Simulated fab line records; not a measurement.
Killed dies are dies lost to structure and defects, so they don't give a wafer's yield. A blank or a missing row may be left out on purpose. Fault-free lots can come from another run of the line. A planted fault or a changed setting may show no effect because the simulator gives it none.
One fault through the eyes of 3 desks | flow n5-finfet | numbers are kept per desk, each desk with only its own; the story behind them comes last

== FROM THE METROLOGY DESK ==
Means of the sampled wafers that have a number, per lot and without regard to the tool the lot ran on: this is what the gauges read. Marked OUT: a lot whose mean sits more than 4 standard deviations from the usual mean, which makes it out of limits; the brackets give that distance. Readings shown: 7 of its 12, picked as those furthest out on some lot.
Columns: A = V0_OVL at N5_BEOL_M1_OVL_MEAS_29, usual 0.3 nm; B = DIBL_P at N5_BEOL_M4_RC_MEAS_101, usual 36.4 mV/V; C = IOFF_N at N5_BEOL_M4_RC_MEAS_101, usual 0.16 nA/um; D = IOFF_P at N5_BEOL_M4_RC_MEAS_101, usual 0.22 nA/um; E = ION_N at N5_BEOL_M4_RC_MEAS_101, usual 675 uA/um; F = SS_N at N5_BEOL_M4_RC_MEAS_101, usual 71.6 mV/dec; G = VT_P at N5_BEOL_M4_RC_MEAS_101, usual -250 mV
lot  | first seen here | A    | B    | C    | D    | E   | F    | G
L792 | day 6 20:34     | 1.1  | 38.0 | 0.16 | 0.20 | 677 | 71.7 | -252
L803 | day 9 08:49     | 0.2  | 39.9 | 0.22 | 0.28 | 693 | 72.8 | -246
L804 | day 9 18:21     | -0.1 | 37.3 | 0.17 | 0.22 | 676 | 72.3 | -247
L809 | day 10 22:08    | -0.9 | 35.2 | 0.13 | 0.16 | 670 | 71.3 | -256
L811 | day 11 12:53    | -0.2 | 36.4 | 0.15 | 0.20 | 666 | 71.9 | -253
L813 | day 11 21:04    | 0.4  | 35.9 | 0.16 | 0.22 | 680 | 72.0 | -249
This desk found nothing out of limits on any of the 6 lots.

== THE DEFECT DESK ==
Lot by lot, what the route's inspections counted, given as the mean of those sampled wafers with a number. Marked OUT: a lot whose mean sits more than 4 standard deviations from the usual mean, which makes it out of limits; the brackets give that distance.
Columns: A = raw-defect-count at N5_BEOL_M1_INSPECT_30, usual 410
lot  | first seen here | A
L792 | day 6 20:40     | 376
L803 | day 9 08:54     | 308
L804 | day 9 18:26     | 471
L809 | day 10 22:13    | 436
L811 | day 11 12:59    | 434
L813 | day 11 21:10    | 544
This desk found nothing out of limits on any of the 6 lots.

== THE TOOL OWNER'S DESK: rie-diel-01 ==
The tool's own readings at N5_BEOL_M1_ETCH_70 (etches SOC in N2/H2, target depth 80 nm, overetch 16 nm, time 120 s): means of the sampled wafers that have a number, for each lot that ran on this tool. Marked OUT: a lot whose mean sits more than 4 standard deviations from the usual mean, which makes it out of limits; the brackets give that distance.
Columns: A = bias-w at N5_BEOL_M1_ETCH_70, usual 149.9 W; B = drypump-motor-current-A at N5_BEOL_M1_ETCH_70, usual 5.8 A; C = oes-product-au at N5_BEOL_M1_ETCH_70, usual 0.61 a.u.; D = rf-vpp-V at N5_BEOL_M1_ETCH_70, usual 523.9 V; E = showerhead-plenum-p-Torr at N5_BEOL_M1_ETCH_70, usual 2.54 Torr; F = throttle-valve-pct at N5_BEOL_M1_ETCH_70, usual 17.85 %
lot  | first seen here | A     | B   | C    | D     | E    | F
L792 | day 7 06:10     | 149.7 | 5.5 | 0.62 | 525.5 | 2.61 | 17.70
L803 | day 10 03:53    | 150.0 | 5.5 | 0.65 | 524.0 | 2.55 | 17.67
L804 | day 10 20:04    | 149.8 | 5.8 | 0.63 | 525.6 | 2.61 | 17.84
This desk found nothing out of limits on any of the 3 lots.

== ALL TOGETHER ==
Metrology desk: nothing out of limits seen.
The defect desk saw nothing out of limits.
Nothing out of limits was seen by the tool owner's desk.

== WHAT HAD BEEN PUT IN BY THE SIMULATOR ==
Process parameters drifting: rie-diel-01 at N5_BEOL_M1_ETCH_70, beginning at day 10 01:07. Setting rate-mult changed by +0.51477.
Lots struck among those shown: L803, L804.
